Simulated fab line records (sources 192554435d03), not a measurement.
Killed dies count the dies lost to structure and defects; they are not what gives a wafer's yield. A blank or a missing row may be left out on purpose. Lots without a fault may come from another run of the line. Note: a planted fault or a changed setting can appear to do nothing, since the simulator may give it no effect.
One fault through the eyes of 2 desks | flow n5Finfet | each desk holds nothing but its own numbers, with what lay behind them at the end

FOR THE TOOL OWNER'S DESK: euvScanner-02
The tool's own readings at N5_BEOL_M5_EXPOSE_25 (exposes mask V4, defocus 10 nm): means of the sampled wafers that have a number, for each lot that ran on this tool. A lot is out of limits, marked OUT, if its mean lies more than 4 standard deviations from the usual mean; the brackets give that distance.
Columns: A = stageMsdNm at N5_BEOL_M5_EXPOSE_25, usual 0.783 nm
lot  | first seen here | A
L744 | day 9 09:10     | 0.784
L746 | day 9 18:51     | 0.782
L748 | day 9 18:54     | 0.781
L747 | day 10 02:14    | 0.781
L754 | day 12 02:09    | 0.778
L756 | day 12 05:08    | 0.778
L757 | day 12 10:02    | 0.779
L760 | day 13 06:56    | 0.771
Result from this desk: across the 8 lots, nothing is out of limits.

THE METROLOGY DESK
What the gauges read, lot by lot, whatever tool the lot ran on: means of the sampled wafers that have a number. A lot is out of limits, marked OUT, if its mean lies more than 4 standard deviations from the usual mean; the brackets give that distance. Of its 10 readings 7 are shown: those that lie furthest out on some lot.
Columns: A = DIBL_N at N5_BEOL_M4_RC_MEAS_101, usual 36.5 mV/V; B = IOFF_N at N5_BEOL_M4_RC_MEAS_101, usual 0.17 nA/um; C = IOFF_P at N5_BEOL_M4_RC_MEAS_101, usual 0.22 nA/um; D = ION_N at N5_BEOL_M4_RC_MEAS_101, usual 671 uA/um; E = ION_P at N5_BEOL_M4_RC_MEAS_101, usual 461 uA/um; F = SS_P at N5_BEOL_M4_RC_MEAS_101, usual 73.5 mV/dec; G = VT_P at N5_BEOL_M4_RC_MEAS_101, usual -250 mV
lot  | first seen here | A    | B    | C    | D   | E   | F    | G
L744 | day 9 04:32     | 35.9 | 0.15 | 0.21 | 662 | 458 | 73.3 | -250
L746 | day 9 15:00     | 36.3 | 0.15 | 0.21 | 660 | 453 | 72.9 | -251
L748 | day 9 15:44     | 35.8 | 0.17 | 0.25 | 673 | 468 | 73.4 | -247
L747 | day 9 17:33     | 34.5 | 0.13 | 0.17 | 646 | 446 | 72.5 | -252
L752 | day 10 18:16    | 40.2 | 0.24 | 0.32 | 698 | 475 | 74.3 | -245
L751 | day 11 02:48    | 35.9 | 0.14 | 0.19 | 653 | 448 | 73.3 | -254
L754 | day 11 20:53    | 36.2 | 0.15 | 0.17 | 662 | 449 | 73.1 | -255
L756 | day 12 01:53    | 36.8 | 0.17 | 0.22 | 680 | 464 | 73.3 | -250
L757 | day 12 04:34    | 36.5 | 0.15 | 0.20 | 668 | 454 | 73.6 | -253
L760 | day 13 02:46    | 36.8 | 0.18 | 0.26 | 673 | 466 | 73.8 | -247
Result from this desk: across the 10 lots, nothing is out of limits.

TAKEN TOGETHER
Nothing out of limits was seen by the tool owner's desk.
The metrology desk saw nothing out of limits.

WHAT THE SIMULATOR HAD PUT IN
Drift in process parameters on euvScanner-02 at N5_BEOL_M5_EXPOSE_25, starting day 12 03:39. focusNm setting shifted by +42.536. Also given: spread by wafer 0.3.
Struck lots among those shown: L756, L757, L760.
